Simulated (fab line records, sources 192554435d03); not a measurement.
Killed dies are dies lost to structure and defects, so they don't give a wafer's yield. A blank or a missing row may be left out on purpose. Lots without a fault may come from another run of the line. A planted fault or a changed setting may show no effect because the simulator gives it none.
Chamber matching | flow n5_finfet | N5_BEOL_M11_DESCUM_16 on rie_diel-01: 4 sister chambers
The step chemistry O2, time 7.9 s. 8 wafers are shown with their chamber, then 9 later ones without.

WAFERS WITH THEIR CHAMBER
wafer  | chamber | showerhead_plenum_p_Torr (Torr) | throttle_valve_pct (%)
L082.2 | 3       | 2.15                            | 20.14
L082.3 | 1       | 1.97                            | 20.82
L082.6 | 0       | 2.23                            | 20.47
L085.1 | 1       | 1.97                            | 20.85
L085.6 | 2       | 2.03                            | 20.32
L090.1 | 2       | 2.03                            | 20.33
L090.2 | 3       | 2.14                            | 20.18
L090.6 | 0       | 2.22                            | 20.50

WAFERS WITHOUT THEIR CHAMBER
wafer  | showerhead_plenum_p_Torr (Torr) | throttle_valve_pct (%)
L092.2 | 2.03                            | 20.34
L092.4 | 2.14                            | 20.17
L092.6 | 2.03                            | 20.36
L095.1 | 1.97                            | 20.86
L095.2 | 2.03                            | 20.34
L095.4 | 2.14                            | 20.17
L097.1 | 2.14                            | 20.19
L097.4 | 2.02                            | 20.35
L097.5 | 2.21                            | 20.51

WHICH CHAMBER EACH WENT THROUGH
wafer  | from the rows above | in truth
L092.2 | 2                   | 2
L092.4 | 3                   | 3
L092.6 | 2                   | 2
L095.1 | 1                   | 1
L095.2 | 2                   | 2
L095.4 | 3                   | 3
L097.1 | 3                   | 3
L097.4 | 2                   | 2
L097.5 | 0                   | 0
Placed correctly: 9 of 9. Can't be placed from these rows: 0. Placed wrongly: 0.
How it was worked out, from the rows above alone: a wafer's distance from a chamber is the root of the sum, over the readings, of the square of ((its reading less the chamber's mean) divided by the reading's scatter). The wafer belongs to the nearest chamber; if the next one is less than 2 further off, it can't be placed. A chamber's mean is the mean of its shown wafers. The scatter: the root of (the sum of the squares of (reading less its chamber's mean) over the shown wafers, divided by (wafers less chambers)).
